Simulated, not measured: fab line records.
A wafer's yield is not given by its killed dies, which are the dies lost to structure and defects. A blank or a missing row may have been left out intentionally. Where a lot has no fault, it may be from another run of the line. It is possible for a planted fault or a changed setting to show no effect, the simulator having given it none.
What tool caused it? | flow nand_harc | 34 wafers from 12 lots sampled at 5 of the route's 1302 steps

## WHAT THE GAUGES SHOWED, per wafer
NHARC_END_SORT_01. Usual: killed_at_array 57, standard deviation 19; killed_at_other 0.9, standard deviation 1.1; killed_at_periphery 4.0, standard deviation 2.6; killed_dies 62, standard deviation 19; killed_open 3.3, standard deviation 1.8; killed_short 2.4, standard deviation 1.7.
lot  | measured     | on        | killed_at_array | killed_at_other | killed_at_periphery | killed_dies | killed_open | killed_short | flag
L881 | day 25 13:27 | prober-01 | 63 49 54        | 0 1 0           | 6 5 3               | 69 55 57    | 2 1 3       | 3 4 1        |
L882 | day 25 04:55 | prober-01 | 23 15 20        | 3 2 1           | 8 5 12              | 34 22 33    | 3 3 3       | 4 2 4        |
L885 | day 26 19:47 | prober-01 | 675 675         | 1 2             | 1 0                 | 677 677     | 6 1         | 2 1          | OFF
L888 | day 27 13:38 | prober-02 | 93 672          | 2 2             | 3 3                 | 98 677      | 4 4         | 3 6          | OFF
L887 | day 27 12:47 | prober-01 | 675 58 49       | 2 0 1           | 0 2 0               | 677 60 50   | 2 3 2       | 0 6 2        | OFF
L892 | day 29 15:41 | prober-01 | 43 52 63        | 0 1 1           | 3 5 5               | 46 58 69    | 2 5 0       | 0 4 1        |
L893 | day 30 18:28 | prober-01 | 16 20 22        | 3 2 5           | 5 2 1               | 24 24 28    | 5 5 1       | 0 2 1        |
L894 | day 30 14:55 | prober-02 | 83 79 76        | 1 1 0           | 2 1 4               | 86 81 80    | 2 2 7       | 4 1 2        |
L895 | day 31 03:48 | prober-01 | 51 44 47        | 1 2 4           | 5 6 5               | 57 52 56    | 2 5 5       | 2 3 2        |
L896 | day 30 23:26 | prober-02 | 52 58 74        | 0 0 0           | 4 8 3               | 56 66 77    | 4 0 1       | 1 3 3        |
L898 | day 32 08:04 | prober-01 | 104 85 73       | 2 0 2           | 4 6 6               | 110 91 81   | 3 4 4       | 5 2 2        |
L899 | day 32 17:13 | prober-01 | 80 67 74        | 3 1 1           | 11 9 2              | 94 77 77    | 4 5 9       | 2 1 3        |

## TOOL THAT RAN EACH LOT (tool first, then ch and the chambers of the sampled wafers, then the start)
lot  | NHARC_A_STAIRCASE_STRIP_476        | NHARC_A_STAIRCASE_ETCH_444         | NHARC_A_STAIRCASE_CMP_450     | NHARC_A_STAIRCASE_ETCHBACK_157
L881 | rie_diel-04 ch 1,2, day 17 20:36   | rie_diel-08 ch 0,1,3, day 19 16:08 | cmp-02 ch 0,1,3, day 19 20:25 | rie_diel-04 ch 0,2, day 19 21:19
L882 | rie_diel-07 ch 1,2, day 18 04:27   | rie_diel-07 ch 0,2, day 19 12:24   | cmp-02 ch 1,2, day 19 17:48   | rie_diel-04 ch 0,2,3, day 19 18:44
L885 | rie_diel-04 ch 1,2, day 19 14:06   | rie_diel-08 ch 1,2, day 21 04:24   | cmp-03 ch 1, day 21 09:05     | rie_diel-04 ch 0, day 21 10:01
L888 | rie_diel-04 ch 2,3, day 20 05:08   | rie_diel-04 ch 1,2, day 21 23:05   | cmp-03 ch 1, day 22 03:29     | rie_diel-04 ch 0,1, day 22 04:26
L887 | rie_diel-07 ch 0,1, day 20 08:34   | rie_diel-07 ch 0,1, day 21 21:57   | cmp-02 ch 0,1,2, day 22 03:13 | rie_diel-04 ch 1,2,3, day 22 04:07
L892 | rie_diel-07 ch 2,3, day 22 19:14   | rie_diel-04 ch 0,3, day 24 08:54   | cmp-03 ch 0,3, day 24 14:06   | rie_diel-07 ch 1,2, day 24 14:59
L893 | rie_diel-07 ch 2,3, day 23 08:45   | rie_diel-08 ch 0,1, day 24 21:45   | cmp-03 ch 1,3, day 25 02:56   | rie_diel-04 ch 0,2,3, day 25 03:49
L894 | rie_diel-07 ch 0,2,3, day 23 12:19 | rie_diel-07 ch 1,2,3, day 24 21:36 | cmp-02 ch 0,1, day 25 02:46   | rie_diel-07 ch 0,1,3, day 25 03:42
L895 | rie_diel-07 ch 0,2,3, day 23 20:53 | rie_diel-08 ch 1,3, day 25 09:50   | cmp-04 ch 1,2, day 25 14:34   | rie_diel-07 ch 0,1, day 25 15:28
L896 | rie_diel-07 ch 0,1,3, day 24 00:49 | rie_diel-07 ch 1,2,3, day 25 10:09 | cmp-02 ch 0,1,3, day 25 14:25 | rie_diel-07 ch 1,3, day 25 15:20
L898 | rie_diel-07 ch 1,3, day 25 03:10   | rie_diel-07 ch 0,2, day 26 14:31   | cmp-02 ch 1,3, day 26 19:42   | rie_diel-04 ch 1,3, day 26 20:35
L899 | rie_diel-04 ch 0,2,3, day 25 12:49 | rie_diel-07 ch 1,2,3, day 27 01:43 | cmp-04 ch 1,2,3, day 27 06:26 | rie_diel-07 ch 0,1,2, day 27 07:20
- NHARC_A_STAIRCASE_STRIP_476: strips in O2, time 20 s.
- NHARC_A_STAIRCASE_ETCH_444: etches the open film in C4F8/O2, target depth 20400 nm, time 6800 s.
- NHARC_A_STAIRCASE_CMP_450: polishes SiO2, target thk 200 nm.
- NHARC_A_STAIRCASE_ETCHBACK_157: etches the open film in CH3F/O2, target depth 90 nm, time 167.14 s.

## WHAT THE TOOLS THEMSELVES READ (means of the sampled wafers that have a number; where no wafer has one, the mark that the record gives instead)
NHARC_A_STAIRCASE_STRIP_476. Usual: chamber_pressure_mTorr 60.01 mTorr, standard deviation 0.05; drypump_motor_current_A 5.9 A, standard deviation 0.43; oes_product_au 0.999 a.u., standard deviation 0.0098; rf_vpp_V 57.7 V, standard deviation 0.94; showerhead_plenum_p_Torr 3.54 Torr, standard deviation 0.15; throttle_valve_pct 17.037 %, standard deviation 0.0084.
lot  | tool        | chamber_pressure_mTorr (mTorr) | drypump_motor_current_A (A) | oes_product_au (a.u.) | rf_vpp_V (V) | showerhead_plenum_p_Torr (Torr) | throttle_valve_pct (%) | flag
L881 | rie_diel-04 | 59.99                          | 5.8                         | 1.005                 | 57.6         | 3.43                            | 17.047                 |
L882 | rie_diel-07 | 60.00                          | 6.0                         | 0.983                 | 57.1         | 3.54                            | 17.038                 |
L885 | rie_diel-04 | 59.95                          | 5.8                         | 1.006                 | 56.8         | 3.40                            | 17.032                 |
L888 | rie_diel-04 | 59.97                          | 5.8                         | 0.994                 | 57.9         | 3.42                            | 17.034                 |
L887 | rie_diel-07 | 60.00                          | 6.0                         | 0.992                 | 56.9         | 3.44                            | 17.037                 |
L892 | rie_diel-07 | 60.05                          | 5.3                         | 0.990                 | 57.3         | 3.63                            | 17.036                 |
L893 | rie_diel-07 | 59.99                          | 5.8                         | 0.999                 | 58.5         | 3.63                            | 17.034                 |
L894 | rie_diel-07 | 60.02                          | 5.8                         | 0.995                 | 57.7         | 3.54                            | 17.037                 |
L895 | rie_diel-07 | 60.03                          | 5.8                         | 1.005                 | 57.7         | 3.54                            | 17.037                 |
L896 | rie_diel-07 | 60.01                          | 5.7                         | 0.998                 | 58.0         | 3.48                            | 17.027                 |
L898 | rie_diel-07 | 60.01                          | 5.2                         | 0.997                 | 57.9         | 3.56                            | 17.047                 |
L899 | rie_diel-04 | 60.02                          | 6.0                         | 1.001                 | 57.4         | 3.53                            | 17.035                 |

NHARC_A_STAIRCASE_ETCH_444. Usual: chamber_pressure_mTorr 25.001 mTorr, standard deviation 0.025; oes_product_au 0.933 a.u., standard deviation 0.021; rf_vpp_V 808 V, standard deviation 4.7.
lot  | tool        | chamber_pressure_mTorr (mTorr) | oes_product_au (a.u.) | rf_vpp_V (V) | flag
L881 | rie_diel-08 | 25.004                         | 0.961                 | 812          |
L882 | rie_diel-07 | 24.997                         | 0.911                 | 808          |
L885 | rie_diel-08 | 25.019                         | 0.918                 | 810          |
L888 | rie_diel-04 | 24.997                         | 0.934                 | 803          |
L887 | rie_diel-07 | 24.965                         | 0.957                 | 804          |
L892 | rie_diel-04 | 24.978                         | 0.974                 | 809          |
L893 | rie_diel-08 | 25.011                         | 0.973                 | 809          |
L894 | rie_diel-07 | 24.991                         | 0.918                 | 808          |
L895 | rie_diel-08 | 25.022                         | 0.968                 | 813          |
L896 | rie_diel-07 | 24.996                         | 0.922                 | 807          |
L898 | rie_diel-07 | 25.008                         | 0.927                 | 803          |
L899 | rie_diel-07 | 24.999                         | 0.920                 | 809          |

NHARC_A_STAIRCASE_CMP_450. Usual: motor_current_A reads 11.6 A (standard deviation 1.5).
lot  | tool   | motor_current_A (A) | flag
L881 | cmp-02 | 11.3                |
L882 | cmp-02 | 12.8                |
L885 | cmp-03 | 10.9                |
L888 | cmp-03 | 10.9                |
L887 | cmp-02 | 11.6                |
L892 | cmp-03 | 12.7                |
L893 | cmp-03 | 10.7                |
L894 | cmp-02 | 10.6                |
L895 | cmp-04 | 10.5                |
L896 | cmp-02 | 11.4                |
L898 | cmp-02 | 12.2                |
L899 | cmp-04 | 11.3                |

NHARC_A_STAIRCASE_ETCHBACK_157. Usual: chamber_pressure_mTorr 25.002 mTorr, standard deviation 0.021; drypump_motor_current_A 5.9 A, standard deviation 0.38; oes_product_au 0.96 a.u., standard deviation 0.032; rf_vpp_V 244.4 V, standard deviation 1.7; showerhead_plenum_p_Torr 2.47 Torr, standard deviation 0.1; throttle_valve_pct 20.663 %, standard deviation 0.0094.
lot  | tool        | chamber_pressure_mTorr (mTorr) | drypump_motor_current_A (A) | oes_product_au (a.u.) | rf_vpp_V (V) | showerhead_plenum_p_Torr (Torr) | throttle_valve_pct (%) | flag
L881 | rie_diel-04 | 25.001                         | 6.0                         | 0.92                  | 245.0        | 2.53                            | 20.669                 |
L882 | rie_diel-04 | 25.006                         | 6.0                         | 0.94                  | 245.4        | 2.47                            | 20.664                 |
L885 | rie_diel-04 | 24.986                         | 6.2                         | 0.71                  | 245.8        | 2.64                            | 20.663                 | OFF
L888 | rie_diel-04 | 24.994                         | 6.1                         | 0.88                  | 245.6        | 2.53                            | 20.665                 |
L887 | rie_diel-04 | 25.009                         | 5.9                         | 0.88                  | 243.5        | 2.39                            | 20.661                 |
L892 | rie_diel-07 | 25.009                         | 6.1                         | 0.94                  | 244.2        | 2.50                            | 20.656                 |
L893 | rie_diel-04 | 25.015                         | 6.0                         | 1.00                  | 244.5        | 2.46                            | 20.665                 |
L894 | rie_diel-07 | 24.999                         | 5.7                         | 0.99                  | 243.3        | 2.42                            | 20.666                 |
L895 | rie_diel-07 | 25.005                         | 6.2                         | 0.93                  | 242.6        | 2.35                            | 20.658                 |
L896 | rie_diel-07 | 24.984                         | 5.3                         | 0.99                  | 244.9        | 2.47                            | 20.661                 |
L898 | rie_diel-04 | 24.995                         | 6.0                         | 0.95                  | 243.8        | 2.42                            | 20.668                 |
L899 | rie_diel-07 | 24.989                         | 6.1                         | 0.92                  | 243.7        | 2.42                            | 20.659                 |

## THE ANSWER, worked out from the rows above alone
Rule: take the mean of a lot's wafers that have a number; if it is more than 3 standard deviations from the usual mean, the lot is off. Also off: a lot with no number at a reading for which 4 or more lots have one. Where the step has rows for the other lots, those lots are counted as sound. After the gauges, taken in route order, come the tools' own readings; for these a lot's mean is taken, as printed above. At the first step where some lot is off, the reading lying furthest off is the one used; lots without a number count as furthest.
Off: L885, L888, L887 (NHARC_END_SORT_01, killed_at_array).
A tool fits if, at a process step before that reading, it ran every lot that is off, and no sound lot after the first of them. The gauges at NHARC_END_SORT_01 are tried like those tools. None of those tried fits.

## WHAT WAS PUT IN BY THE SIMULATOR
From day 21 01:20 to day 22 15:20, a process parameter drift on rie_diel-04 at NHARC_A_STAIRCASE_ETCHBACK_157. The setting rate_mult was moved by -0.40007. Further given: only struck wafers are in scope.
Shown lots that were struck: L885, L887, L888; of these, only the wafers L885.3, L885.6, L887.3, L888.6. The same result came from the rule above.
